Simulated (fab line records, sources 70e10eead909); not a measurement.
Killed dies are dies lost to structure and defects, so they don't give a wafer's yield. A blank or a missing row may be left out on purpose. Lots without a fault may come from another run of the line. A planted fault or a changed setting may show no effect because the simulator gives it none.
A struck lot beside a sound one | flow nand_harc | 42 steps out of a route of 1302
Sound: wafers L608.2, L608.3, L608.6. Struck: wafers L617.1, L617.3. (L617.6 of the same lot was not struck and is left out.) The cause comes at the end.
At each step with rows: each side's tool, then ch and its chambers, then its first start. Under that, the readings that differ: sound wafers | struck wafers | difference of the means | sigmas: that difference in standard deviations of wafers without a fault.
alike: readings whose means differ by less than 2 such deviations, and words and numbers that are the same on both sides. not compared: withheld readings, readings that some wafer has no value for, bounds like >300 that may hide the same value, and numbers for which the record gives no deviation and whose values overlap.
The two part at a step that has a row with sigmas, a row that says differs or no value, or rows on one side only. Numbers that don't overlap but have no deviation are shown without sigmas and don't part them. A reading that every wafer of one side lacks parts them only if that side has two wafers or more.

NHARC_A_CONTACT_ETCH_76: etches the open film in N2/H2, target depth 260 nm, time 475.3 s.
  sound on rie_diel-04 ch 1,3; struck on rie_diel-04 ch 1,2
  alike: drypump_motor_current_A, h2_flow_sccm, oes_product_au, rf_vpp_V, showerhead_plenum_p_Torr, throttle_valve_pct
  not compared: rf_hours_counter_h
then, 11 steps without rows for these wafers: NHARC_A_CONTACT_ETCH_77 (etches the open film in CF4/CHF3, target depth 108.9 nm, time 54.5 s); NHARC_A_CONTACT_ETCH_78 (etches the open film in O2/COS, target depth 5300 nm, time 1378 s); NHARC_A_CONTACT_ETCH_124 (etches the open film in C4F8/O2/Ar, time 140 s, target depth 700 nm); NHARC_A_CONTACT_ETCH_125 (etches the open film in C4F8/O2/Ar, time 197 s, target depth 1918 nm); NHARC_A_CONTACT_ETCH_126 (etches the open film in C4F8/O2/Ar, time 197 s, target depth 1918 nm); NHARC_A_CONTACT_ETCH_127 (etches the open film in C4F8/O2/Ar, time 197 s, target depth 1918 nm); NHARC_A_CONTACT_ETCH_128 (etches the open film in C4F8/O2/Ar, time 197 s, target depth 1918 nm); NHARC_A_CONTACT_ETCH_129 (etches the open film in C4F8/O2/Ar, time 197 s, target depth 1918 nm); NHARC_A_CONTACT_ETCH_130 (etches the open film in C4F8/O2/Ar, time 197 s, target depth 1918 nm); NHARC_A_CONTACT_ETCH_131 (etches the open film in C4F8/O2/Ar, time 197 s, target depth 1918 nm); NHARC_A_CONTACT_ETCH_132 (etches the open film in C4F8/O2/Ar, time 197 s, target depth 1924 nm).
NHARC_A_CONTACT_ETCH_133: etches the open film in C4F8/O2/Ar, time 374 s, target depth 1610 nm.
  sound on har_cap_etch-01 ch 0,1, day 22 22:48; struck on har_cap_etch-01 ch 0, day 27 08:30
  not compared: rf_hours_counter_h
NHARC_A_CONTACT_ETCH_91: etches the open film in CH3F/O2, target depth 40 nm, time 85.7 s.
  sound on rie_diel-12 ch 1,3, day 22 23:35; struck on rie_diel-12 ch 2,3, day 27 09:14
  reading               | sound          | struck    | difference | sigmas
  oes_product_au (a.u.) | 0.93 0.93 0.92 | 1.00 1.00 | +0.07      | +2
  alike: drypump_motor_current_A, rf_vpp_V, showerhead_plenum_p_Torr, throttle_valve_pct
  not compared: rf_hours_counter_h
NHARC_A_CONTACT_ETCH_97: etches the open film in C4F6/O2, target depth 20 nm, time 10 s.
  sound on rie_diel-12 ch 0,1,2; struck on rie_diel-12 ch 1,2
  reading               | sound             | struck      | difference | sigmas
  oes_product_au (a.u.) | 0.950 0.940 0.950 | 1.004 1.002 | +0.056     | +2
  alike: drypump_motor_current_A, rf_vpp_V, showerhead_plenum_p_Torr, throttle_valve_pct
  not compared: rf_hours_counter_h
NHARC_A_CONTACT_CD_MEAS_80:
  sound on cd_sem-01, day 22 23:49; struck on cd_sem-02, day 27 09:26
  reading    | sound             | struck      | difference | sigmas
  cd_nm (nm) | 288.8 288.7 288.9 | 290.5 290.1 | +1.5       | +2
then, 18 steps without rows for these wafers: NHARC_A_CONTACT_STRIP_103 (strips in N2/H2); NHARC_A_CONTACT_STRIP_104 (strips in CF4/CHF3); NHARC_A_CONTACT_STRIP_105 (strips in O2/COS); NHARC_A_CONTACT_ETCH_106 (etches the open film in CF4/O2, target depth 90 nm, overetch 9 nm, time 49.5 s); NHARC_A_CONTACT_STRIP_82 (strips in O2); NHARC_A_CONTACT_STRIP_83 (strips in post etch residue remover, time 600 s); NHARC_A_CONTACT_DEP_84 (deposits aC, target thk 2800 nm); NHARC_A_CONTACT_DEP_85 (deposits SiON, target thk 60 nm); NHARC_A_CONTACT_DEHYDRATE_00 (time 120 s); NHARC_A_CONTACT_HMDS_01 (time 30 s); NHARC_A_CONTACT_COAT_86 (time 75 s); NHARC_A_CONTACT_COAT_87 (time 65 s); NHARC_A_CONTACT_COAT_02 (resist thk 90 nm); NHARC_A_CONTACT_SOFTBAKE_03 (time 55 s); NHARC_A_CONTACT_EBR_04; NHARC_A_CONTACT_EXPOSE_05 (exposes mask A CC); NHARC_A_CONTACT_PEB_06 (peb time 65 s); NHARC_A_CONTACT_DEVELOP_07 (develop time 35 s).
NHARC_A_CONTACT_CD_MEAS_08: target cd 200 nm.
  sound on cd_sem-01 ch 0, day 23 04:10; struck on cd_sem-02 ch 0, day 27 12:54
  reading    | sound             | struck      | difference | sigmas
  cd_nm (nm) | 200.6 201.1 200.0 | 199.4 199.9 | -0.9       | -2
NHARC_A_CONTACT_OVL_MEAS_09:
  sound on overlay-01, day 23 04:14; struck on overlay-01, day 27 12:59
  reading           | sound       | struck    | difference | sigmas
  overlay_x_nm (nm) | 1.1 1.1 0.6 | -1.1 -0.7 | -1.8       | -2
  alike: overlay_y_nm
then, 3 steps without rows for these wafers: NHARC_A_CONTACT_DESCUM_13 (chemistry O2, time 3 s); NHARC_A_CONTACT_ETCH_88 (etches the open film in CF4, target depth 39 nm, time 65 s); NHARC_A_CONTACT_ETCH_89 (etches the open film in N2/H2, target depth 260 nm, time 475.3 s).
NHARC_A_CONTACT_ETCH_30: etches the open film in CF4/CHF3, target depth 72.6 nm, time 36.3 s.
  sound on rie_diel-13 ch 1,2,3; struck on rie_diel-04 ch 0,3
  alike: drypump_motor_current_A, oes_product_au, rf_vpp_V, showerhead_plenum_p_Torr, throttle_valve_pct
  not compared: rf_hours_counter_h
NHARC_A_CONTACT_ETCH_31: etches the open film in O2/COS, target depth 2800 nm, time 728 s.
  sound on rie_diel-13 ch 1,3; struck on rie_diel-04 ch 1,2
  reading              | sound             | struck      | difference | sigmas
  cos_flow_sccm (sccm) | 20.06 20.11 20.08 | 19.98 19.89 | -0.15      | -2
  alike: drypump_motor_current_A, oes_product_au, rf_vpp_V, showerhead_plenum_p_Torr, throttle_valve_pct
  not compared: rf_hours_counter_h
-- the record jumps here: 2 days lie between the struck wafers' starts before and after (it left off in module A_CONTACT and takes up again in module END, whose first step shown is number 1302 of the route) --
NHARC_END_SORT_01:
  the record has rows for the struck wafers here (prober-02 ch 0, day 29 18:49) and none for the sound ones

WHERE THEY PART
First at NHARC_A_CONTACT_ETCH_91; last, within this record, at NHARC_END_SORT_01.

WHY: what the simulator had put in
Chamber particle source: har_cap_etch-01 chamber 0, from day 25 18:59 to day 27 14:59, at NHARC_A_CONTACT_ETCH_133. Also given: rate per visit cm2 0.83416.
